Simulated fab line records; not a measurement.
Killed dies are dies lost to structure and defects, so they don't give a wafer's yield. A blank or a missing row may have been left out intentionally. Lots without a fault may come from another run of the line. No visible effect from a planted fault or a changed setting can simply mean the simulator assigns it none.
Chamber matching	flow n5 finfet	N5_HKMG_FIN_ETCH_55 on rie diel-01: 4 sister chambers
The step etches SOC in N2/H2, target depth 240 nm, time 300 s. 8 wafers are shown with their chamber, then 7 later ones without.

EACH WAFER AND ITS CHAMBER
wafer	chamber	showerhead plenum p Torr (Torr)	throttle valve pct (%)
L081.2	3	2.59	17.48
L081.3	3	2.59	17.47
L081.4	2	2.70	17.49
L089.5	1	2.62	17.92
L092.4	1	2.61	17.92
L092.5	0	2.70	17.28
L094.1	2	2.69	17.56
L094.2	0	2.70	17.30

WAFERS WITH NO CHAMBER GIVEN
wafer	showerhead plenum p Torr (Torr)	throttle valve pct (%)
L094.6	2.70	17.29
L096.1	2.69	17.56
L096.2	2.61	17.94
L096.4	2.58	17.50
L097.1	2.58	17.52
L097.2	2.69	17.56
L097.4	2.69	17.31

CHAMBER TAKEN BY EACH
wafer	from the rows above	in truth
L094.6	0	0
L096.1	2	2
L096.2	1	1
L096.4	3	3
L097.1	3	3
L097.2	2	2
L097.4	0	0
Placed correctly: 7 of 7. Can't be placed from these rows: 0. Wrongly placed: 0.
How it was worked out, from the rows above alone: a wafer's distance from a chamber is the root of the sum, over the readings, of the square of ((its reading less the chamber's mean) divided by the reading's scatter). If the next closest chamber is less than 2 further off than the closest, the wafer can't be placed; otherwise it belongs to the closest. A chamber's mean is the mean of its shown wafers. The scatter: the root of (the sum of the squares of (reading less its chamber's mean) over the shown wafers, divided by (wafers less chambers)).
